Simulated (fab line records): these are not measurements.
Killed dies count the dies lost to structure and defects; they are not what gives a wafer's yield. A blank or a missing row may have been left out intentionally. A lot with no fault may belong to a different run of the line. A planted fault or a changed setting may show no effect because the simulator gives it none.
fab line records | flow n5_finfet
record: lots: 4 wafers: 12 last_day: 17
route steps=1938 shown BEOL_M10@1479 PASSIVATION@1936
lots that met no fault: taken from a fault-free run of the same line
start_h: hours from the record's first day to the start of the lot's first wafer shown | wait_h: how many hours have passed since the lot's step before this one | " the same as in the row above | L1.1+2: a single row standing in for several wafers | - no value, or no start given | * or withheld: withheld | < > ~ a bound
route shown NAME@n: names a module that has steps shown in the file, with the first one's number in the route | usual: mean/standard deviation of fault-free wafers | same: alike in all rows | chamber/n: place in a boat | sites: readings site by site | _std_site: standard deviation of those values | _edge_site: mean of outer sites minus mean of inner sites | radius_mm: for every site, how far away it sits from the centre of the wafer | mask NAME#n: copy n | behind: the last tool/chamber to shape the wafer | hold: reason for holding the lot/hours on hold/outcome of the hold | device: the transistor (n, p or np) that didn't switch | end of line: tests run on the same wafers once the route is complete | a step with no rows: only its recipe | killed: not the wafer's yield, but the dies lost to structure and defects at the first sort | map: a wafer's dies, marking killed ones x, the rest . and places with no die _
set.NAME: the run value of the setting; set.NAME@STEP: its run value at that earlier step | model.NAME: the simulator's own value behind a step, which no gauge read
certain route steps with their lots: each step a table, each wafer a row
services: when a tool's chamber went out of use (start_h, in hours from the record's first day, below 0 if earlier), for how many hours, and the reason
== steps ==
step: N5_BEOL_M10_SOFTBAKE_06
recipe: temp_c: 110 time_s: 60 resist: CAR-ArF
step: N5_BEOL_M10_EXPOSE_08
recipe: mask_id: M10 na: 1.35 source_shape: dipole sigma_inner: 0.411 sigma_outer: 0.611 polarization: te dose_mj: 53.75
step: N5_BEOL_M10_PEB_09
recipe: peb_temp_c: withheld peb_time_s: 60 resist: CAR-ArF
step: N5_BEOL_M10_DEVELOP_10
recipe: develop_time_s: 30 developer: TMAH resist: CAR-ArF rinse_liquid: diw dry: air_spin dev_temp_c: 23
step: N5_BEOL_M10_DESCUM_16
recipe: chemistry: O2 time_s: 7.9 source_power_w: 50 bias_power_w: 20 pressure_mtorr: 20 rf_frequency_hz: 2.712e+07 temp_c: 40 resist: CAR-ArF o2_flow_sccm: 225
step: N5_BEOL_M10_ETCH_61
recipe: chemistry: CF4 target: SiARC target_depth_a: 390 mask_material: CAR-ArF time_s: 65 ion_energy_ev: 80 pressure_mtorr: 40 source_w: 545 bias_w: 36 Ar_flow_sccm: 100 cf4_flow_sccm: 100 ends: cleared
step: N5_BEOL_M10_ETCH_62
recipe: chemistry: N2/H2 target: SOC target_depth_a: 1100 overetch_a: 220 mask_material: SiARC temp_c: 40 time_s: 165 ion_energy_ev: 200 pressure_mtorr: 30 source_w: 840 bias_w: 150 n2_flow_sccm: 200 h2_flow_sccm: 200
step: N5_BEOL_M10_STRIP_68
recipe: chemistry: N2/H2 temp_c: 40 n2_flow_sccm: 200 h2_flow_sccm: 200 rf_frequency_hz: 6e+07
step: N5_BEOL_M10_STRIP_67
recipe: chemistry: CF4 resist: SiARC power_w: 300 bias_power_w: 75 pressure_mtorr: 50 cf4_flow_sccm: 150 rf_frequency_hz: 6e+07
step: N5_BEOL_M10_HM_OPEN_17
recipe: chemistry: Cl2/BCl3 target_depth_a: 200 overetch_a: 60 target: TiN mask_material: SOC ion_energy_ev: 150 pressure_mtorr: 10 icp_w: 1000 bias_w: 126 Cl2_flow_sccm: 53.25 bcl3_flow_sccm: 21.75 Ar_flow_sccm: 25
usual: bias_w: 125.9/0.38 drypump_motor_current_A: 5.7/0.53 he_backside_leak_sccm: 3.40/0.29 oes_product_au: 0.67/0.11 rf_fwd_power_W: 993/3.1 throttle_valve_pct: 22.07/0.21
columns lot.wafer tool chamber start_h wait_h bias_w drypump_motor_current_A he_backside_leak_sccm oes_product_au rf_fwd_power_W rf_hours_counter_h throttle_valve_pct
L351.1 rie_metal-01 1 266.59 0.0 125.7 5.2 3.50 0.81 996 2 22.09
L351.5 " 1 " " 125.5 5.2 3.51 0.81 992 - 22.08
L351.6 " 0 " " 125.5 6.8 3.23 0.67 992 - 21.84
L356.1 rie_metal-01 1 293.90 0.0 126.1 5.2 3.46 0.79 997 5 22.09
L356.3 " 0 " " 125.3 6.8 3.44 0.65 991 - 21.84
L356.6 " 0 " " 125.7 6.8 3.23 0.66 995 - 21.85
L365.1 rie_metal-01 0 348.31 0.0 125.9 6.7 3.47 0.65 991 48 21.86
L365.3 " 1 " " 125.6 5.2 3.47 0.76 1001 - 22.10
L365.5 " 0 " " 126.8 6.8 3.47 0.65 995 - 21.87
L366.1 rie_metal-03 1 350.34 0.0 126.4 5.7 3.38 0.74 992 9 22.02
L366.2 " 0 " " 125.4 5.4 3.52 0.82 995 2 22.05
L366.3 " 1 " " 126.2 5.7 3.38 0.74 991 - 22.03
step: N5_BEOL_M10_STRIP_19
recipe: chemistry: O2 power_w: 400 temp_c: 40 pressure_mtorr: 30 rf_frequency_hz: 6e+07 bias_power_w: 0 overash_fraction: 0.2 o2_flow_sccm: 225
step: N5_BEOL_M10_COAT_63
recipe: resist: SOC temp_c: 250 time_s: 60 spin_rpm: 1500 resist_thk_nm: 100
step: N5_BEOL_M10_COAT_64
recipe: resist: SiARC temp_c: 220 time_s: 60 spin_rpm: 1500 resist_thk_nm: 30
step: N5_BEOL_M10_COAT_22
recipe: resist: CAR-ArF spin_rpm: 1500 resist_thk_nm: 90
step: N5_BEOL_M10_EBR_24
recipe: solvent: PGMEA ebr_width_mm: 1.5
step: N5_BEOL_M10_SOFTBAKE_23
recipe: temp_c: 110 time_s: 60 resist: CAR-ArF
step: N5_BEOL_M10_EXPOSE_25
recipe: mask_id: V9 na: 1.35 source_shape: annular sigma_inner: 0.5 sigma_outer: 0.8 polarization: unpolarized dose_mj: 85.5
step: N5_BEOL_M10_PEB_26
recipe: peb_temp_c: withheld peb_time_s: 60 resist: CAR-ArF
step: N5_BEOL_M10_DEVELOP_27
recipe: develop_time_s: 30 developer: TMAH resist: CAR-ArF rinse_liquid: diw dry: air_spin dev_temp_c: 23
step: N5_BEOL_M10_INSPECT_30
recipe: mode: adi inspect_instrument: brightfield
usual: raw_defect_count: 409/100
columns lot.wafer tool chamber start_h wait_h raw_defect_count
L351.1 defect_inspect-01 - 267.23 0.0 381
L351.5 " - " " 315
L351.6 " - " " 727
L356.1 defect_inspect-01 - 295.57 0.0 515
L356.3 " - " " 871
L356.6 " - " " 816
L365.1 defect_inspect-02 - 348.96 0.0 414
L365.3 " - " " 607
L365.5 " - " " 399
L366.1 defect_inspect-01 - 351.41 0.0 336
L366.2 " - " " 338
L366.3 " - " " 517
step: N5_BEOL_M10_DESCUM_33
recipe: chemistry: O2 time_s: 7.9 source_power_w: 50 bias_power_w: 20 pressure_mtorr: 20 rf_frequency_hz: 2.712e+07 temp_c: 40 resist: CAR-ArF o2_flow_sccm: 225
step: N5_PASSIVATION_PROBE_49
usual: defect_limited_yield: 91.1/1.5 killed_at_M0_to_M3: 36/11 killed_at_M4_up: 13/5 killed_at_contacts: 13/5 killed_at_front_end: 40/12 killed_at_other: 3.3/2.3 killed_dies: 106/17 killed_open: 70/13 killed_short: 34/7.6 sort_bin_5_function: 5.3/0.96 sort_bin_6_memory: 3.3/0.66 sort_n_pass: 1074/17 sort_yield_pct: 91.1/1.5
same: gross_dies: 1180 killed_at_back_side: 0 sort_bin_4_leakage[%]: 0 sort_bin_8_speed[%]: 0
columns lot.wafer tool chamber start_h wait_h defect_limited_yield[%] killed_at_M0_to_M3 killed_at_M4_up killed_at_contacts killed_at_front_end killed_at_other killed_dies killed_open killed_short sort_bin_5_function[%] sort_bin_6_memory[%] sort_n_pass sort_yield_pct[%]
L351.6 prober-02 - 321.75 0.3 80.8 51 124 13 35 4 227 81 36 12.3 5.6 953 80.8
L356.3 prober-02 - 346.79 0.1 81.9 28 122 8 50 5 213 74 26 11.2 5.3 967 81.9
L356.6 prober-02 - 346.94 0.3 81.9 25 118 11 58 2 214 78 32 10.8 5.2 966 81.9
killed by level:class
L351.6 BEOL_M10:unspecified=109 BEOL_M1:geometric_particle:open=15 STI_FIN_REVEAL:geometric_particle:open=14 BEOL_M0_SAQP:geometric_particle:short=13 MOL_CONTACT_COAG:geometric_particle:open=11 BEOL_M0_SAQP:geometric_particle:open=9 BEOL_M1:geometric_particle:short=7 BEOL_M4:geometric_particle:open=7
L356.3 BEOL_M10:unspecified=113 FIN_SAQP:geometric_particle:open=19 STI_FIN_REVEAL:geometric_particle:open=8 BEOL_M2:geometric_particle:open=7 MOL_CONTACT_COAG:geometric_particle:open=6 BEOL_M0_SAQP:geometric_particle:open=5 BEOL_M0_SAQP:geometric_particle:short=5 BEOL_M4:geometric_particle:open=5
L356.6 BEOL_M10:unspecified=104 FIN_SAQP:geometric_particle:open=27 BEOL_M2:geometric_particle:open=10 BEOL_M0_SAQP:geometric_particle:short=9 MOL_CONTACT_COAG:geometric_particle:open=8 FIN_SAQP:geometric_particle:short=6 STI_FIN_REVEAL:geometric_particle:open=5 DUMMY_GATE:geometric_particle:open=4
map L351.6 (x killed, . not)
_________________.........x..________________
______________...x....x........._____________
___________...............x........__________
__________x.................x....x.._________
________x...........................x._______
_______.................x....x.........______
______...............................x.._____
_____.........x......x.......x.......x...____
____...x................x..x.....x.....x..___
___...x.x...xx....xx...x.x....x....x.......__
___....x......x.x..x.........x.............__
__.................x.....x...............x.._
__..........x........x.x.......x.x........x._
_.............x................xx...x........
_....x..................................xx...
_x....x....x..............x...x..............
_.x..x......xx.............xxx......x....x.x.
_........x....x......xxxxxxxxx.xx....x.......
_..................xx.x..xxxxxxxxx...........
_......................xxxxxxxxxx.x.......x..
_.x....x.x...x........xxxxxxxxxxxxx..x..x....
__....................x.xxxxxxxxxxxx........_
__....x.x........x..x.xxxxxxxxxxxxxx........_
___........x.......x...xxxxxxxxxxxx........__
___.x.......x..x.x......xxxxxxxxxxx........__
____.......x.x........xx.xxxxxxxxx........___
_____............x.........x..x.xx..x....____
______............x.x.x....x..x....xx..._____
_______...............x.xx.x...x.....x.______
________x..................x.........._______
__________...............x.....x...._________
___________x..................x....__________
______________.....x...x........_____________
_________________......xx...x________________
map L356.6 (x killed, . not)
_________________............________________
______________.................._____________
___________...x.x..................__________
__________...........xx..........x.._________
________.x.x................x........._______
_______.x..................xx..........______
______...x.......x.....x.....x.........._____
_____.....................x........x.....____
____.......x...................x....x.....___
___...x.xx.......................xxx.......__
___......x........................x........__
__..............x......xx...............x..._
__......x......x...............x............_
_.........x....xx..x..........x.x......x....x
_.......x.............x.x............xx......
_.........x...................x......xx...x..
_.x.....x....x.....x......xx..x..............
_x...........x.............xx..x.x...........
_..x..x................x.xxxxxxxx.xx.........
_.............x......x.xxxxxxxxxx..x....x..x.
_......................xx.xxxxxxxxx..x...x...
__.x.....x.....x.......xxxxxxxxxxx.........._
__.x...................xxxxxxxxxx..x....x..._
___....x..x......x.x..x.xxxxxxxxxx.xxx.....__
___....x..xx.....x..x...xxxxxxxxxxxxx....x.__
____.........x..........x.xxxxxxxx.x...x..___
_____x....................xxxx..xx.....xx____
______.x...................xx....x..x..._____
_______...x........xx.xx......x....x.x.______
________.........x.........x.....x...._______
__________.x........................_________
___________............x....x......__________
______________.x..x.....x......._____________
_________________............________________
== services ==
columns tool chamber start_h hours kind
rie_metal-03 1 244.78 - clean
rie_metal-03 1 244.78 18.0 scheduled_down
rie_metal-03 1 244.78 18.0 vent_cycle
rie_metal-01 - 251.04 0.7 repair
rie_metal-03 1 313.58 5.8 repair
rie_metal-03 0 319.38 - clean
rie_metal-03 0 319.38 15.2 scheduled_down
rie_metal-03 0 319.38 15.2 vent_cycle
rie_metal-01 0 320.72 5.3 repair
rie_metal-03 - 347.60 1.4 pm
== key ==
first_sign: step: N5_BEOL_M10_INSPECT_30 reading: raw_defect_count direction: up sigmas: 3.9 usual: 409 struck: 805
effect: step: N5_PASSIVATION_PROBE_49 reading: killed_at_M4_up direction: up sigmas: 22 usual: 13 struck: 121
more_kills_born_at: N5_BEOL_M10_HM_OPEN_17@rie_metal-01: 326
met_at N5_BEOL_M10_HM_OPEN_17
struck_wafers L351.6,L356.3,L356.6
fault: kind: chamber_particle_source tool: rie_metal-01 chamber: 0 onset_h: 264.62 steps: N5_BEOL_M10_HM_OPEN_17 rate_per_visit_cm2: 0.58519 end_h: 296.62
